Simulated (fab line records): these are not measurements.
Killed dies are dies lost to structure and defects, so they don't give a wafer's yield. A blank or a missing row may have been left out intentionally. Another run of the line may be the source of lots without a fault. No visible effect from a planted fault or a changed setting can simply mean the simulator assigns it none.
Matching of chambers / flow nand_harc / 3 sister chambers for NHARC_P_BONDPAD_DEP_00 on pecvd-02
The step deposits SiCN, target thk 250 nm. 6 wafers are shown with their chamber, then 7 later ones without.

## EACH WAFER AND ITS CHAMBER
wafer=L624.5; chamber=1; heater_power_w (W)=551
wafer=L624.6; chamber=2; heater_power_w (W)=553
wafer=L623.4; chamber=1; heater_power_w (W)=479
wafer=L623.6; chamber=0; heater_power_w (W)=662
wafer=L627.2; chamber=2; heater_power_w (W)=576
wafer=L627.4; chamber=0; heater_power_w (W)=690

## WAFERS WITHOUT THEIR CHAMBER
wafer=L627.6; heater_power_w (W)=496
wafer=L628.1; heater_power_w (W)=529
wafer=L628.3; heater_power_w (W)=663
wafer=L628.4; heater_power_w (W)=571
wafer=L637.3; heater_power_w (W)=750
wafer=L637.5; heater_power_w (W)=541
wafer=L637.6; heater_power_w (W)=539

## WHICH CHAMBER EACH ONE RAN IN
wafer=L627.6; from the rows above=can't be placed: 1 or 2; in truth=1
wafer=L628.1; from the rows above=can't be placed: 1 or 2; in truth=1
wafer=L628.3; from the rows above=0; in truth=0
wafer=L628.4; from the rows above=can't be placed: 2 or 1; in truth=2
wafer=L637.3; from the rows above=0; in truth=0
wafer=L637.5; from the rows above=can't be placed: 2 or 1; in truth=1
wafer=L637.6; from the rows above=can't be placed: 1 or 2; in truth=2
Correct placement for 2 of the 7. These rows do not allow placing 5 (true chamber among the candidates in 5). Number placed wrongly: 0.
How it was worked out, from the rows above alone: a wafer's distance from a chamber is the root of the sum, over the readings, of the square of ((its reading less the chamber's mean) divided by the reading's scatter). The wafer belongs to the nearest chamber; if the next one is less than 2 further off, it can't be placed. Each chamber's mean is taken over the wafers shown for it. The scatter: the root of (the sum of the squares of (reading less its chamber's mean) over the shown wafers, divided by (wafers less chambers)).
